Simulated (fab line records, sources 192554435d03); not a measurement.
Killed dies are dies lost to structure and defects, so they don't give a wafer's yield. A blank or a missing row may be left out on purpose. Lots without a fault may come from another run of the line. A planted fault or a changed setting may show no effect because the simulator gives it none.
Chamber matching | flow n5_finfet | N5_BEOL_M0_SAQP_PECVD_00 on pecvd-02: 3 sister chambers
The step deposits SiCN from 3MS/NH3, target thk 8 nm, time 14 s. 6 wafers are shown with their chamber, then 8 later ones without.

WAFERS WITH THEIR CHAMBER
wafer  | chamber | showerhead_vpp_V (V) | throttle_valve_pct (%)
L078.1 | 0       | 943                  | 9.0
L078.6 | 1       | 932                  | 8.8
L080.2 | 0       | 942                  | 9.0
L081.3 | 1       | 926                  | 9.2
L081.6 | 2       | 830                  | 8.3
L084.1 | 2       | 816                  | 8.7

WAFERS WITHOUT THEIR CHAMBER
wafer  | showerhead_vpp_V (V) | throttle_valve_pct (%)
L084.2 | 926                  | 9.2
L084.5 | 916                  | 8.9
L087.2 | 910                  | 9.0
L087.4 | 837                  | 8.7
L087.6 | 831                  | 8.8
L096.1 | 916                  | 9.2
L096.4 | 917                  | 9.1
L096.5 | 842                  | 8.6

WHICH CHAMBER EACH WENT THROUGH
wafer  | from the rows above     | in truth
L084.2 | can't be placed: 1 or 0 | 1
L084.5 | 1                       | 1
L087.2 | 1                       | 1
L087.4 | 2                       | 2
L087.6 | 2                       | 2
L096.1 | 1                       | 1
L096.4 | 1                       | 1
L096.5 | 2                       | 2
Placed correctly: 7 of 8. Can't be placed from these rows: 1 (the true chamber is among the candidates in 1). Placed wrongly: 0.
How it was worked out, from the rows above alone: a wafer's distance from a chamber is the root of the sum, over the readings, of the square of ((its reading less the chamber's mean) divided by the reading's scatter). The wafer belongs to the nearest chamber; if the next one is less than 2 further off, it can't be placed. A chamber's mean is the mean of its shown wafers. The scatter: the root of (the sum of the squares of (reading less its chamber's mean) over the shown wafers, divided by (wafers less chambers)).
